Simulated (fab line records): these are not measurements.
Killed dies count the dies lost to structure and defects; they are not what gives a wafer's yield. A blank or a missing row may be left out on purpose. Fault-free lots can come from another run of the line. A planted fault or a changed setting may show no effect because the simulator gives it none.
Which tool did it?    flow nandHarc    route of 1159 steps, sampled at 1 step: 12 lots, 36 wafers

WHAT THE GAUGES READ, wafer by wafer
NHARC_A_WL_FILL_INSPECT_15.
lot   measured      on                rawDefectCount
L075  day 16 07:35  defectInspect-01  277 306 335
L077  day 16 15:25  defectInspect-01  581 578 462
L082  day 17 10:06  defectInspect-02  361 356 446
L080  day 17 19:59  defectInspect-01  419 393 388
L085  day 18 12:41  defectInspect-01  256 287 254
L086  day 18 20:31  defectInspect-01  366 340 275
L083  day 19 00:47  defectInspect-01  413 413 787
L089  day 19 12:37  defectInspect-01  312 315 383
L092  day 20 11:58  defectInspect-02  268 399 442
L094  day 20 18:59  defectInspect-02  437 511 530
L096  day 21 22:13  defectInspect-01  431 394 413
L097  day 22 02:29  defectInspect-01  315 309 345

TOOL THAT RAN EACH LOT (tool first, then ch and the chambers of the sampled wafers, then the start)
There is no process step in the record ahead of these readings.

THE ANSWER, worked out from the rows above alone
Rule: the usual values come from the lots themselves. Put in order of their means at a reading, lots are off if they are a third of the lots or fewer, leave a main group of 4 or more, and stand apart from it by a gap of 3 or more times the standard deviation of the main group's means; of several such gaps the widest counts. Not used: any main group whose means are identical at the precision the tables above print for the reading. Also off: a lot with no number at a reading for which 4 or more lots have one. The other lots that the step has rows for count as sound.
No lot is off on any of the readings shown, so nothing can be concluded from this.

WHAT WAS PUT IN BY THE SIMULATOR
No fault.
